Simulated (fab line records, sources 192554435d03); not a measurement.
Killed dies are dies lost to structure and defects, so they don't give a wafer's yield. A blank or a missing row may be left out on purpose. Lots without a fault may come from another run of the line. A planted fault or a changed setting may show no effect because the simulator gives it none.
Chamber matching | flow n5_finfet | N5_BEOL_M1_ILD_DEP_00 on pecvd-02: 3 sister chambers
The step deposits SiOC from DEMS/O2, target thk 79 nm, time 15.3 s. 6 wafers are shown with their chamber, then 10 later ones without.

WAFERS WITH THEIR CHAMBER
wafer  | chamber | showerhead_plenum_p_Torr (Torr) | heater_power_w (W)
L082.5 | 1       | 5.688                           | 424
L083.1 | 0       | 5.716                           | 495
L085.1 | 1       | 5.669                           | 456
L085.4 | 2       | 5.705                           | 441
L087.2 | 0       | 5.720                           | 548
L087.4 | 2       | 5.680                           | 402

WAFERS WITHOUT THEIR CHAMBER
wafer  | showerhead_plenum_p_Torr (Torr) | heater_power_w (W)
L087.6 | 5.710                           | 557
L089.1 | 5.694                           | 418
L089.3 | 5.686                           | 422
L089.6 | 5.687                           | 427
L091.1 | 5.696                           | 429
L091.4 | 5.721                           | 576
L091.6 | 5.729                           | 564
L097.2 | 5.708                           | 537
L097.3 | 5.693                           | 412
L097.4 | 5.723                           | 536

WHICH CHAMBER EACH WENT THROUGH
wafer  | from the rows above     | in truth
L087.6 | 0                       | 0
L089.1 | can't be placed: 2 or 1 | 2
L089.3 | can't be placed: 2 or 1 | 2
L089.6 | can't be placed: 2 or 1 | 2
L091.1 | can't be placed: 2 or 1 | 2
L091.4 | 0                       | 0
L091.6 | 0                       | 0
L097.2 | 0                       | 0
L097.3 | can't be placed: 2 or 1 | 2
L097.4 | 0                       | 0
Placed correctly: 5 of 10. Can't be placed from these rows: 5 (the true chamber is among the candidates in 5). Placed wrongly: 0.
How it was worked out, from the rows above alone: a wafer's distance from a chamber is the root of the sum, over the readings, of the square of ((its reading less the chamber's mean) divided by the reading's scatter). The wafer belongs to the nearest chamber; if the next one is less than 2 further off, it can't be placed. A chamber's mean is the mean of its shown wafers. The scatter: the root of (the sum of the squares of (reading less its chamber's mean) over the shown wafers, divided by (wafers less chambers)).
